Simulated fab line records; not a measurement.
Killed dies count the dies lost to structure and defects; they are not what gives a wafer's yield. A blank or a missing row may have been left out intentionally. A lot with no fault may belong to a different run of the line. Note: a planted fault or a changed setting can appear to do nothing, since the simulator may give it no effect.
fab line records	flow nand-harc
[record] lots = 11	wafers = 33	last-day = 24
route steps=1159 shown A_CHANNEL_HOLE_D1@467 A_CHANNEL_FILL_D1@500 END@1159
lots untouched by any fault: they come from a run of this same line in which no faults occurred
start-h: hours from the record's opening day to when the first of the lot's shown wafers began	wait-h: hours elapsed since this lot's preceding step	" as in the row above	L1.1+2: one row covering several wafers at once	- no value, or no start given	* or withheld: withheld	< > ~ a bound
route shown NAME@n: names a module that has steps shown in the file, with the first one's number in the route	usual: mean/standard deviation of fault-free wafers	same: alike in all rows	chamber/n: place in a boat	sites: each site's reading	_std_site: the values' standard deviation	_edge_site: outer sites' mean less inner sites'	radius-mm: for every site, how far away it sits from the centre of the wafer	mask NAME#n: copy n	behind: the tool/chamber that last shaped the wafer	hold: why the lot went on hold/how many hours it stayed there/how the hold came to an end	device: which transistor (n, p or np) failed to switch	end of line: the tests these same wafers got at the end of their route	for a step that has no rows: nothing shown but its recipe	killed: at the first sort, the dies lost to defects and structure; wafer yield is something else	map: per-die view of a wafer (x killed, . not killed, _ where there is no die)
set.NAME: the setting the step ran with; set.NAME@STEP: the setting that earlier step ran with	model.NAME: the simulator's own value behind a step, which no gauge read
a sample of lots followed through the steps of the route, with each step as a table and each wafer as a row
services: when a tool's chamber went out of use (start-h, in hours from the record's first day, below 0 if earlier), for how many hours, and the reason
[[steps]]
[step NHARC_A_CHANNEL_HOLE_D1_ETCH_39]
[recipe] target-depth-a = 2600	over-etch-frac = 0.3	time-s = 325	ion-energy-ev = 200	n2-flow-sccm = 150	h2-flow-sccm = 150	ar-flow-sccm = 0	rf-w = 400	bias-w = 150	chemistry = N2/H2
[usual] bias-w = 150.0/0.44	drypump-motor-current-A = 5.88/0.24	oes-product-au = 1.000/0.0097	rf-vpp-V = 430.1/1.9	showerhead-plenum-p-Torr = 2.02/0.063	throttle-valve-pct = 14.170/0.0095
lot.wafer	tool	chamber	start-h	wait-h	bias-w	drypump-motor-current-A	oes-product-au	rf-hours-counter-h	rf-vpp-V	showerhead-plenum-p-Torr	throttle-valve-pct
L431.4	rie-diel-10	0	-	-	149.5	5.91	0.989	0	432.5	2.09	14.171
L431.3	"	1	"	"	150.0	5.34	0.988	0	426.9	1.94	14.153
L431.5	"	3	"	"	149.5	6.19	0.995	-	427.2	1.99	14.164
L430.4	rie-diel-06	3	-	-	149.9	5.90	1.009	9	430.0	1.98	14.173
L430.2	"	1	"	"	150.0	5.88	0.987	9	431.2	2.05	14.178
L430.6	"	3	"	"	149.7	5.90	1.004	-	429.2	1.98	14.187
L433.2	rie-diel-10	2	-	-	150.1	5.86	1.004	1	429.0	2.00	14.172
L433.1	"	1	"	"	149.5	5.33	0.986	1	427.9	1.94	14.150
L433.6	"	3	"	"	149.7	6.17	1.001	-	427.2	1.99	14.175
L434.4	rie-diel-10	0	-	-	150.4	5.87	0.989	2	432.4	2.09	14.171
L434.2	"	1	"	"	150.0	5.34	0.999	2	427.2	1.94	14.157
L434.6	"	2	"	"	150.9	5.85	1.012	-	429.6	2.00	14.170
L438.1	rie-diel-10	2	-	-	150.3	5.84	0.999	4	430.4	2.00	14.191
L438.3	"	1	"	"	149.2	5.34	0.998	3	426.0	1.94	14.187
L438.5	"	3	"	"	150.0	6.19	0.991	-	428.6	1.99	14.172
L440.3	rie-diel-10	0	-	-	149.3	5.89	0.997	6	432.1	2.09	14.177
L440.1	"	2	"	"	149.4	5.86	0.998	6	429.6	2.00	14.160
L440.5	"	0	"	"	149.5	5.91	0.994	-	431.6	2.09	14.158
L446.3	rie-diel-02	0	-	-	149.4	5.77	1.011	8	433.0	2.11	14.179
L446.5	"	3	"	"	150.5	5.92	1.005	-	428.7	1.96	14.155
L446.6	"	0	"	"	150.0	5.75	1.012	-	432.5	2.11	14.163
L448.2	rie-diel-10	1	-	-	150.5	5.35	0.987	6	427.0	1.94	14.182
L448.4	"	2	"	"	149.8	5.83	0.996	8	430.3	2.00	14.164
L448.6	"	0	"	"	149.7	5.92	0.993	-	432.1	2.09	14.173
L449.2	rie-diel-10	0	-	-	150.4	5.88	0.979	8	431.7	2.09	14.171
L449.1	"	3	"	"	150.2	6.20	0.975	7	428.6	1.99	14.161
L449.5	"	1	"	"	150.3	5.34	0.993	-	427.1	1.94	14.178
L451.1	rie-diel-02	2	-	-	150.0	6.02	1.012	10	433.0	2.15	14.171
L451.3	"	3	"	"	149.6	5.90	0.990	11	427.5	1.96	14.185
L451.5	"	2	"	"	150.1	6.02	1.014	-	434.0	2.15	14.173
L452.3	rie-diel-10	2	-	-	150.5	5.86	1.005	10	431.6	2.00	14.164
L452.1	"	3	"	"	149.8	6.20	0.992	9	428.8	1.99	14.151
L452.2	"	0	"	"	149.9	5.87	0.997	10	431.0	2.09	14.159
[step NHARC_A_CHANNEL_HOLE_D1_ETCH_21]
[recipe] bias-v = 3000	source-w = withheld	pressure-mtorr = 20	time-s = 514.3	ar-flow-sccm = 375	c4f8-flow-sccm = 89.3	o2-flow-sccm = 35.7	temp-c = -20	target-depth-a = 16000	chemistry = C4F8/O2/Ar
[usual] drypump-motor-current-A = 5.7/0.51	showerhead-plenum-p-Torr = 3.67/0.098	throttle-valve-pct = 32.155/0.0087
lot.wafer	tool	chamber	start-h	wait-h	drypump-motor-current-A	rf-hours-counter-h	showerhead-plenum-p-Torr	throttle-valve-pct
L431.4	har-etch-01	1	195.49	0.3	5.2	-	3.61	32.167
L431.3	"	0	"	"	6.2	-	3.75	32.157
L431.5	"	1	"	"	5.2	-	3.61	32.139
L430.2	har-etch-02	1	195.52	0.3	5.2	113	3.56	32.155
L430.4	"	1	"	"	5.1	-	3.56	32.166
L430.6	"	0	"	"	6.3	-	3.81	32.145
L433.2	har-etch-02	1	199.67	0.3	5.2	117	3.56	32.159
L433.1	"	0	"	"	6.3	117	3.80	32.162
L433.6	"	0	"	"	6.3	-	3.80	32.160
L434.2	har-etch-02	1	216.14	0.3	5.1	128	3.55	32.147
L434.4	"	1	"	"	5.2	-	3.55	32.163
L434.6	"	0	"	"	6.3	-	3.80	32.156
L438.1	har-etch-02	0	231.81	0.3	6.3	134	3.80	32.159
L438.3	"	0	"	"	6.3	-	3.80	32.141
L438.5	"	0	"	"	6.3	-	3.80	32.161
L440.1	har-etch-01	0	263.10	0.3	6.1	216	3.73	32.147
L440.3	"	1	"	"	5.2	-	3.59	32.154
L440.5	"	0	"	"	6.2	-	3.73	32.144
L446.3	har-etch-01	1	271.64	0.3	5.2	-	3.58	32.165
L446.5	"	0	"	"	6.2	-	3.73	32.149
L446.6	"	1	"	"	5.2	-	3.58	32.160
L448.2	har-etch-01	0	282.19	0.3	6.1	228	3.72	32.136
L448.4	"	1	"	"	5.3	-	3.58	32.152
L448.6	"	0	"	"	6.1	-	3.72	32.156
L449.2	har-etch-01	0	289.96	0.3	6.1	233	3.72	32.160
L449.1	"	1	"	"	5.2	233	3.58	32.174
L449.5	"	0	"	"	6.2	-	3.72	32.159
L451.1	har-etch-02	0	305.06	0.3	6.3	166	3.78	32.159
L451.3	"	0	"	"	6.3	-	3.78	32.151
L451.5	"	1	"	"	5.2	-	3.54	32.136
L452.2	har-etch-01	0	325.87	0.3	6.2	0	3.71	32.155
L452.1	"	1	"	"	5.2	0	3.57	32.163
L452.3	"	1	"	"	5.2	-	3.57	32.168
[step NHARC_A_CHANNEL_HOLE_D1_INSPECT_40]
[usual] raw-defect-count = 56/16
lot.wafer	tool	chamber	start-h	wait-h	raw-defect-count
L431.3	defect-inspect-01	-	200.65	-	86
L431.4	"	-	"	"	92
L431.5	"	-	"	"	58
L430.2	defect-inspect-02	-	200.78	-	38
L430.4	"	-	"	"	53
L430.6	"	-	"	"	44
L433.1	defect-inspect-02	-	204.94	-	36
L433.2	"	-	"	"	37
L433.6	"	-	"	"	35
L434.2	defect-inspect-01	-	221.40	-	381
L434.4	"	-	"	"	423
L434.6	"	-	"	"	393
L438.1	defect-inspect-02	-	237.24	-	382
L438.3	"	-	"	"	349
L438.5	"	-	"	"	415
L440.1	defect-inspect-01	-	268.40	-	73
L440.3	"	-	"	"	68
L440.5	"	-	"	"	62
L446.3	defect-inspect-02	-	276.87	-	73
L446.5	"	-	"	"	68
L446.6	"	-	"	"	45
L448.2	defect-inspect-02	-	287.40	-	72
L448.4	"	-	"	"	61
L448.6	"	-	"	"	67
L449.1	defect-inspect-02	-	295.41	-	75
L449.2	"	-	"	"	57
L449.5	"	-	"	"	95
L451.1	defect-inspect-01	-	310.52	-	79
L451.3	"	-	"	"	48
L451.5	"	-	"	"	66
L452.1	defect-inspect-01	-	331.14	-	44
L452.2	"	-	"	"	48
L452.3	"	-	"	"	62
[step NHARC_A_CHANNEL_FILL_D1_ETCHBACK_20]
[recipe] target-depth-a = 270	time-s = 13.5	c4f8-flow-sccm = withheld	o2-flow-sccm = 8	ar-flow-sccm = withheld	rf-w = 600	bias-w = 1500	chemistry = C4F8/O2/Ar
[usual] bias-w = 1500/4.3	oes-product-au = 0.97/0.037	rf-vpp-V = 980/5.6
lot.wafer	tool	chamber	start-h	wait-h	bias-w	oes-product-au	rf-hours-counter-h	rf-vpp-V
L430.4	rie-diel-04	3	226.23	-	1500	0.92	2	978
L430.2	"	0	"	"	1501	0.91	2	977
L430.6	"	3	"	"	1497	0.91	-	979
L431.4	rie-diel-03	3	226.24	-	1504	1.00	0	987
L431.3	"	0	"	"	1503	1.01	0	979
L431.5	"	2	"	"	1498	1.01	-	985
L433.1	rie-diel-04	0	226.31	-	1499	0.99	2	979
L433.2	"	1	"	"	1494	0.99	2	985
L433.6	"	3	"	"	1494	0.98	-	978
L434.2	rie-diel-03	0	246.34	-	1495	1.00	1	980
L434.4	"	3	"	"	1500	0.99	1	987
L434.6	"	0	"	"	1501	1.00	-	980
L438.3	rie-diel-03	3	262.54	-	1503	1.01	1	987
L438.1	"	0	"	"	1497	0.99	1	980
L438.5	"	0	"	"	1498	1.00	-	980
L440.3	rie-diel-12	3	292.80	-	1499	1.00	18	986
L440.1	"	1	"	"	1495	1.00	18	984
L440.5	"	0	"	"	1492	1.01	-	977
L446.3	rie-diel-04	2	299.74	-	1513	1.00	0	970
L446.6	"	3	"	"	1498	1.00	-	979
L446.5	"	0	"	"	1506	1.00	-	978
L448.4	rie-diel-03	0	311.76	-	1509	0.95	3	981
L448.2	"	1	"	"	1506	0.92	3	971
L448.6	"	0	"	"	1510	0.93	-	978
L449.1	rie-diel-04	1	319.76	-	1488	1.00	0	985
L449.2	"	2	"	"	1500	1.00	0	970
L449.5	"	0	"	"	1497	0.99	-	977
L451.3	rie-diel-03	3	334.14	-	1505	0.92	4	986
L451.1	"	2	"	"	1499	0.92	4	987
L451.5	"	0	"	"	1497	0.99	-	981
L452.3	rie-diel-12	3	353.64	-	1503	0.93	29	984
L452.1	"	1	"	"	1491	0.92	29	983
L452.2	"	2	"	"	1502	0.92	28	986
[step NHARC_A_CHANNEL_FILL_D1_ALD_25]
[recipe] target-thk-a = 600	pulse-time-s = 10	ald-cycles = 600	temp-c = 300	material = SiOx
[usual] heater-power-w = 469/55	precursor-pulse-height-rel = 0.999/0.02	susceptor-temp-C = 300.00/0.2
[same] ald-cycles = 600
lot.wafer	tool	chamber	start-h	wait-h	heater-power-w	precursor-pulse-height-rel	susceptor-temp-C
L430.2	ald-hk-03	2	238.85	0.8	416	0.999	300.11
L430.4	"	3	"	"	440	0.989	300.45
L430.6	"	3	241.93	3.9	430	1.021	300.46
L433.1	ald-hk-04	3	241.73	3.7	456	1.021	299.86
L433.2	"	0	"	"	515	1.015	299.84
L433.6	"	0	244.86	6.8	514	1.017	299.74
L431.4	ald-hk-03	1	243.15	5.1	404	0.972	-
L431.3	"	2	"	"	420	1.015	-
L431.5	"	1	245.55	7.5	398	1.019	-
L434.2	ald-hk-02	3	258.68	0.7	571	1.009	299.88
L434.4	"	1	259.91	1.9	437	0.970	299.75
L434.6	"	2	"	"	527	1.004	299.83
L438.3	ald-hk-02	3	274.16	0.0	572	0.965	300.24
L438.1	"	0	"	"	398	1.032	300.18
L438.5	"	3	276.65	2.5	567	0.993	300.47
L440.1	ald-hk-02	2	305.04	0.7	524	0.981	-
L440.3	"	0	306.24	1.9	419	0.963	-
L440.5	"	2	307.44	3.1	510	1.028	-
L446.3	ald-hk-04	1	311.94	0.7	432	0.968	299.66
L446.5	"	0	313.80	2.5	520	0.991	300.15
L446.6	"	1	"	"	427	1.007	299.97
L448.4	ald-hk-04	3	324.81	0.9	453	0.999	300.16
L448.2	"	0	"	"	506	0.969	300.12
L448.6	"	2	326.71	2.8	528	0.964	300.07
L449.2	ald-hk-02	1	331.35	0.1	414	1.005	299.88
L449.1	"	3	332.57	1.3	548	0.972	300.15
L449.5	"	2	334.41	3.1	512	0.972	300.03
L451.1	ald-hk-03	0	347.42	1.7	505	1.007	299.90
L451.3	"	1	"	"	394	0.995	299.93
L451.5	"	2	"	"	436	1.006	299.77
L452.1	ald-hk-03	0	365.89	0.1	502	1.022	299.99
L452.2	"	1	"	"	382	0.982	300.42
L452.3	"	3	367.72	1.9	422	0.983	300.34
[step NHARC_END_SORT_01]
[recipe] temp-c = 25
[usual] killed-at-array = 29/9.4	killed-at-other = 0.7/1.3	killed-at-periphery = 2.9/2.1	killed-dies = 32/9	killed-open = 3.3/1.8	killed-short = 1.9/1.4
[same] gross-dies = 677
lot.wafer	tool	chamber	start-h	wait-h	killed-at-array	killed-at-other	killed-at-periphery	killed-dies	killed-open	killed-short
L434.2	prober-01	0	496.29	2.8	85	0	1	86	2	2
L434.4	prober-01	0	497.89	3.4	86	0	1	87	1	2
L434.6	prober-01	0	499.49	4.0	84	2	1	87	3	2
L438.1	prober-01	0	511.00	2.5	90	0	2	92	2	3
L438.3	prober-01	0	512.60	3.1	83	0	5	88	1	1
L438.5	prober-01	0	514.19	3.7	101	0	2	103	4	1
// killed by level:class
L434.2 A_CHANNEL_HOLE_D1:unspecified=71 A_STAIRCASE:chamber-film-flake=4 A_CONTACT:chamber-film-flake=3 A_CHANNEL_HOLE_D1:chamber-film-flake=2 P_M2:geometric-particle:open=1 A_ONON_D1:geometric-particle:short=1 A_CHANNEL_FILL_D1:geometric-particle:short=1 A_CONTACT:geometric-particle:open=1
L434.4 A_CHANNEL_HOLE_D1:unspecified=78 A_SGD_CUT:chamber-film-flake=2 A_CONTACT:chamber-film-flake=2 A_ONON_D1:geometric-particle:short=1 A_WL_FILL:geometric-particle:open=1 A_WL_FILL:geometric-particle:short=1 P_ZERO_WELL:chamber-film-flake=1 A_STAIRCASE:chamber-film-flake=1
L434.6 A_CHANNEL_HOLE_D1:unspecified=68 A_SGD_CUT:chamber-film-flake=3 A_CONTACT:chamber-film-flake=3 A_M0:geometric-particle:open=2 A_STAIRCASE:chamber-film-flake=2 A_WL_FILL:chamber-film-flake=2 THIN_TSV:chamber-film-flake=2 A_ONON_D1:geometric-particle:short=1
L438.1 A_CHANNEL_HOLE_D1:unspecified=72 A_CONTACT:chamber-film-flake=7 A_WL_FILL:chamber-film-flake=3 A_ONON_D1:geometric-particle:open=2 P_M0:chamber-film-flake=2 A_ONON_D1:geometric-particle:short=1 A_CHANNEL_FILL_D1:geometric-particle:short=1 A_M1:geometric-particle:short=1
L438.3 A_CHANNEL_HOLE_D1:unspecified=68 A_STAIRCASE:chamber-film-flake=4 P_M0:chamber-film-flake=3 A_CONTACT:chamber-film-flake=3 P_STI:chamber-film-flake=2 A_ZERO_WELL:chamber-film-flake=2 A_WL_FILL:chamber-film-flake=2 A_SGD_CUT:chamber-film-flake=2
L438.5 A_CHANNEL_HOLE_D1:unspecified=81 A_CONTACT:chamber-film-flake=9 A_CONTACT:geometric-particle:open=3 A_CHANNEL_HOLE_D1:chamber-film-flake=3 A_STAIRCASE:chamber-film-flake=2 P_CONTACT:geometric-particle:short=1 A_ONON_D1:geometric-particle:open=1 P_M0:chamber-film-flake=1
[[services]]
tool	chamber	start-h	hours	kind
har-etch-01	-	175.79	13.5	repair
rie-diel-10	-	176.50	9.0	pm
rie-diel-04	3	182.45	3.8	repair
ald-hk-04	-	186.00	10.0	pm
rie-diel-04	1	197.18	5.8	repair
rie-diel-03	-	215.30	9.0	pm
rie-diel-10	3	233.23	27.6	repair
rie-diel-04	3	236.02	1.7	repair
rie-diel-04	1	239.57	16.0	repair
rie-diel-03	0	248.75	3.0	repair
rie-diel-10	1	251.93	5.6	repair
rie-diel-10	1	269.48	8.4	repair
rie-diel-04	-	288.90	9.0	pm
har-etch-02	-	293.99	3.9	repair
har-etch-01	-	308.44	17.0	pm
ald-hk-03	-	323.72	10.0	pm
rie-diel-04	1	335.91	3.8	repair
rie-diel-04	1	340.69	4.1	repair
har-etch-01	-	342.14	3.5	repair
rie-diel-03	-	345.47	0.4	repair
rie-diel-10	-	353.50	9.0	pm
har-etch-02	-	357.87	6.0	repair
rie-diel-10	0	362.82	5.2	repair
ald-hk-04	-	364.00	10.0	pm
[[key]]
[first-sign] step = NHARC_A_CHANNEL_HOLE_D1_INSPECT_40	reading = raw-defect-count	direction = up	sigmas = 21	usual = 56	struck = 390
[effect] step = NHARC_END_SORT_01	reading = killed-dies	direction = up	sigmas = 6.5	usual = 32	struck = 90
[more-kills-born-at] NHARC_A_CHANNEL_HOLE_D1_ETCH_21@har-etch-02 = 417
met-at NHARC_A_CHANNEL_HOLE_D1_ETCH_21
struck-lots L434,L438
tester-left-out L434,L438
not-acting-at NHARC_A_CHANNEL_HOLE_D1_ETCH_39,NHARC_A_CHANNEL_FILL_D1_ETCHBACK_20,NHARC_A_CHANNEL_FILL_D1_ALD_25
onset-between 199.67 216.14
[fault] kind = chamber-particle-source	tool = har-etch-02	chamber = -	onset-h = 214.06	steps = NHARC_A_CHANNEL_HOLE_D1_ETCH_21	rate-per-visit-cm2 = 0.51619	end-h = 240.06
// tester-left-out: of these lots the tester's yield and bins aren't shown, on N5 and GAA mostly nor the transistor test; their killed dies are dies lost to structure and defects alone, not to doping, threshold or leakage, so they don't give the yield
